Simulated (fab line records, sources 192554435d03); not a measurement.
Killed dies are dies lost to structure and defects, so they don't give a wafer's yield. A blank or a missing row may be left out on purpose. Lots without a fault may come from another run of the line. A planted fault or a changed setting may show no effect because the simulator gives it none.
Problem report in the 8D (eight disciplines) form, filled by code | flow n5_finfet | the parts of the form that need people (team, actions taken, sign-off) are left out

1. THE PROBLEM
run_length_s at N5_BEOL_M15_ETCH_61 reads a mean of 80.7 s on 4 wafers of 3 lots; wafers without a fault read 91.3 s with a standard deviation of 0.33. That is -32 standard deviations from the usual mean.
The step: etches BARC in N2/H2, target depth 89 nm, overetch 26.7 nm, time 67.9 s.
First seen on wafer L552.6, day 16 11:50, on rie_diel-01. The record holds 18 wafers of 7 lots with a number at this step. Rule for "out", or "out of limits": more than 4 standard deviations from the usual mean. The other wafers with a number count as sound.

2. WHAT IT IS AND WHAT IT IS NOT
question                    | is                             | is not
which readings at this step | run_length_s                   | drypump_motor_current_A, rf_vpp_V, showerhead_plenum_p_Torr, throttle_valve_pct
which lots                  | L552, L553, L554               | L543, L546, L555, L556
which wafers of those lots  | L552.6, L553.3, L553.6, L554.3 | L552.2, L554.2
read on which tools         | rie_diel-01                    | rie_diel-02
when                        | from day 16 11:50              | up to then (7 sound wafers); but 7 sound wafers of L554, L555, L556 came after

3. SUSPECTS, AND WHAT RULES EACH OUT
Counting: a tool at a process step up to the reading stays a suspect if it ran every lot that is out. Sound lots after the first of them don't rule it out here, since some wafers of a struck lot are sound.
- rie_diel-01 at N5_BEOL_M15_DESCUM_33 (chemistry O2, time 7.9 s): kept. It ran every lot that is out, first L552 (day 16 11:48); its last sound lot up to then is L543 (day 13 15:37).
- rie_diel-01 at N5_BEOL_M15_ETCH_61 (etches BARC in N2/H2, target depth 89 nm, overetch 26.7 nm, time 67.9 s): kept. It ran every lot that is out, first L552 (day 16 11:50); its last sound lot up to then is L543 (day 13 15:39). Its own readings are out on those wafers: run_length_s.
Left after counting: rie_diel-01 at N5_BEOL_M15_DESCUM_33, rie_diel-01 at N5_BEOL_M15_ETCH_61.

4. THE CAUSE (what the simulator had put in)
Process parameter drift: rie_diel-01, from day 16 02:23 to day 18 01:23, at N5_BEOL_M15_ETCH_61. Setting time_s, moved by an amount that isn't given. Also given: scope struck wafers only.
Counting left 2 suspects, and this tool is among them.

5. THE CHAIN OF EFFECTS, in route order
Each row: a reading whose mean over the struck wafers that have a number lies more than 3 standard deviations from the usual. Only readings for which the record gives a usual standard deviation are gone through. hours: the time from each lot's start at the first step in this table that gives one to its start at this step, as a median over the lots. sigmas: the change in usual standard deviations.
hours | step                | reading      | usual  | on struck wafers | change | sigmas
0     | N5_BEOL_M15_ETCH_61 | run_length_s | 91.3 s | 80.7             | -10.6  | -32
The process steps in it:
- N5_BEOL_M15_ETCH_61: etches BARC in N2/H2, target depth 89 nm, overetch 26.7 nm, time 67.9 s.

6. WHAT WOULD HAVE CAUGHT IT SOONER
In this record the first reading out of limits was taken at day 16 11:50, 9 hours after the fault began at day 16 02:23.
